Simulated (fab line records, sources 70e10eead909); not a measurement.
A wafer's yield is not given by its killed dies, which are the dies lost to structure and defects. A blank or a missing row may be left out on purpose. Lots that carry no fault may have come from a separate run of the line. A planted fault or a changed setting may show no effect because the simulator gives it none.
Struck lot and sound lot, side by side | flow nand-harc | 15 out of 1302 route steps
Sound: these wafers, L630.1, L630.5, L630.6. Struck: wafer L645.5 (left out: L645.1, L645.6 of the same lot, which were not struck); the cause appears at the end.
Each step with rows lists, per side, the tool, then ch with its chambers, then its first start. Under that, the readings that differ: sound wafers | struck wafers | difference of the means | sigmas: that difference in standard deviations of wafers without a fault.
alike: readings whose means differ by less than 2 such deviations, and words and numbers that are the same on both sides. not compared: withheld readings, readings that some wafer has no value for, bounds like >300 that may hide the same value, and numbers for which the record gives no deviation and whose values overlap.
A row with sigmas, a row that says differs or no value, or rows on one side alone: a step with any of these is where the two part. Numbers that have no deviation but don't overlap get no sigmas and don't part them. Lack of a reading on every wafer of one side parts them only where that side has two or more wafers.

first, 1 step without rows for these wafers: NHARC_A_CONTACT_ETCH_137 (etches the open film in C4F8/O2/Ar, time 311 s, target depth 1912 nm).
NHARC_A_CONTACT_ETCH_138: etches the open film in C4F8/O2/Ar, time 311 s, target depth 1914 nm.
  sound on har-cap-etch-03 ch 0,1, day 22 20:47; struck on har-cap-etch-01 ch 1, day 27 22:55
  not compared: rf-hours-counter-h
NHARC_A_CONTACT_ETCH_139: etches the open film in C4F8/O2/Ar, time 195 s, target depth 840 nm.
  sound on har-cap-etch-03 ch 0,1, day 22 21:04; struck on har-cap-etch-01 ch 1, day 27 23:11
  not compared: rf-hours-counter-h
NHARC_A_CONTACT_ETCH_92: etches the open film in CH3F/O2, target depth 40 nm, time 85.7 s.
  sound on rie-diel-02 ch 0,2, day 22 21:34; struck on rie-diel-07 ch 2, day 27 23:47
  reading               | sound          | struck | difference | sigmas
  oes-product-au (a.u.) | 0.92 0.92 0.92 | 1.00   | +0.08      | +3
  alike: ch3f-flow-sccm, drypump-motor-current-A, rf-vpp-V, showerhead-plenum-p-Torr, throttle-valve-pct
  not compared: rf-hours-counter-h
NHARC_A_CONTACT_ETCH_98: etches the open film in C4F6/O2, target depth 20 nm, time 10 s.
  sound on rie-diel-02 ch 1,2, day 22 21:44; struck on rie-diel-07 ch 3
  alike: c4f6-flow-sccm, drypump-motor-current-A, oes-product-au, rf-vpp-V, showerhead-plenum-p-Torr, throttle-valve-pct
  not compared: rf-hours-counter-h
NHARC_A_CONTACT_CD_MEAS_15:
  sound: cd-sem-02 at day 22 21:49; struck: cd-sem-01 at day 27 23:57
  alike: cd-nm
then, 3 steps without rows for these wafers: NHARC_A_CONTACT_STRIP_107 (strips in N2/H2); NHARC_A_CONTACT_STRIP_108 (strips in CF4/CHF3); NHARC_A_CONTACT_STRIP_109 (strips in O2/COS).
NHARC_A_CONTACT_ETCH_110: etches the open film in CF4/O2, target depth 60 nm, overetch 6 nm, time 33 s.
  sound on rie-diel-02 ch 0,2, day 22 22:10; struck on rie-diel-13 ch 3, day 28 00:15
  reading                         | sound             | struck | difference | sigmas
  rf-vpp-V (V)                    | 199.5 199.6 198.3 | 194.3  | -4.8       | -3
  showerhead-plenum-p-Torr (Torr) | 1.44 1.44 1.39    | 1.25   | -0.17      | -2
  alike: drypump-motor-current-A, oes-product-au, throttle-valve-pct
  not compared: rf-hours-counter-h
then, 2 steps without rows for these wafers: NHARC_A_CONTACT_STRIP_26 (strips in O2); NHARC_A_CONTACT_STRIP_27 (strips in post etch residue remover, time 600 s).
NHARC_A_CONTACT_ALD_18: deposits TiN, target thk 3 nm, pulse time 1 s, ald cycles 150.
  sound on ald-metal-04 ch 1,2,3, day 22 22:52; struck on ald-metal-04 ch 3, day 28 00:55
  reading    | sound       | struck | difference | sigmas
  ald-cycles | 150 150 150 | 73     | -77        |
  alike: heater-power-w, precursor-pulse-height-rel
then, 1 step without rows for these wafers: NHARC_A_CONTACT_CVD_19 (deposits W, target thk 300 nm, time 802 s).
-- record jumps: 2 days between struck wafers' starts before vs after; left off in module A_CONTACT, resumes in module END, first step shown is number 1302 of the route --
NHARC_END_SORT_01:
  sound on prober-02 ch 0, day 24 22:55; struck on prober-01 ch 0, day 30 05:31
  reading         | sound    | struck | difference | sigmas
  killed-at-array | 47 40 51 | 672    | +626       | +30
  killed-dies     | 50 43 56 | 677    | +627       | +30
  alike: killed-at-other, killed-at-periphery, killed-open, killed-short

## WHERE THEY PART
At NHARC_A_CONTACT_ETCH_92 first; at NHARC_END_SORT_01 last (within this record only).

WHY: what had been put in by the simulator
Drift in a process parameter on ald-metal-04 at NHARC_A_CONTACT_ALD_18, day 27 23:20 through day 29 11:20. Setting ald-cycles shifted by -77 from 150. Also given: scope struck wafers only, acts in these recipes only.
